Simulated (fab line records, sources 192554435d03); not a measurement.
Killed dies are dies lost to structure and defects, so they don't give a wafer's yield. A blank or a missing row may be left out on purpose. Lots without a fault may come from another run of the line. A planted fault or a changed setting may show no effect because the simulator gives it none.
Chamber matching | flow n5_finfet | N5_HKMG_FIN_ALD_79 on ald_metal-02: 4 sister chambers
The step deposits TiN, target thk 1.5 nm, pulse time 1 s, purge time 3 s. 8 wafers are shown with their chamber, then 10 later ones without.

WAFERS WITH THEIR CHAMBER
wafer  | chamber | heater_power_w (W) | precursor_pulse_height_rel
L077.3 | 1       | 870                | 1.023
L084.4 | 1       | 879                | 1.017
L085.4 | 0       | 798                | 0.995
L085.5 | 0       | 793                | 0.990
L088.2 | 2       | 903                | 1.015
L088.6 | 3       | 671                | 1.003
L089.2 | 3       | 672                | 0.994
L089.4 | 2       | 910                | 0.991

WAFERS WITHOUT THEIR CHAMBER
wafer  | heater_power_w (W) | precursor_pulse_height_rel
L089.6 | 888                | 0.995
L092.3 | 902                | 1.011
L092.4 | 688                | 0.974
L092.5 | 817                | 1.000
L094.1 | 907                | 0.997
L094.2 | 802                | 1.003
L094.4 | 807                | 1.010
L097.1 | 914                | 0.976
L097.2 | 816                | 0.981
L097.6 | 688                | 1.025

WHICH CHAMBER EACH WENT THROUGH
wafer  | from the rows above     | in truth
L089.6 | can't be placed: 1 or 2 | 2
L092.3 | 2                       | 2
L092.4 | 3                       | 3
L092.5 | 0                       | 0
L094.1 | 2                       | 2
L094.2 | 0                       | 0
L094.4 | 0                       | 0
L097.1 | 2                       | 2
L097.2 | 0                       | 0
L097.6 | 3                       | 3
Placed correctly: 9 of 10. Can't be placed from these rows: 1 (the true chamber is among the candidates in 1). Placed wrongly: 0.
How it was worked out, from the rows above alone: a wafer's distance from a chamber is the root of the sum, over the readings, of the square of ((its reading less the chamber's mean) divided by the reading's scatter). The wafer belongs to the nearest chamber; if the next one is less than 2 further off, it can't be placed. A chamber's mean is the mean of its shown wafers. The scatter: the root of (the sum of the squares of (reading less its chamber's mean) over the shown wafers, divided by (wafers less chambers)).
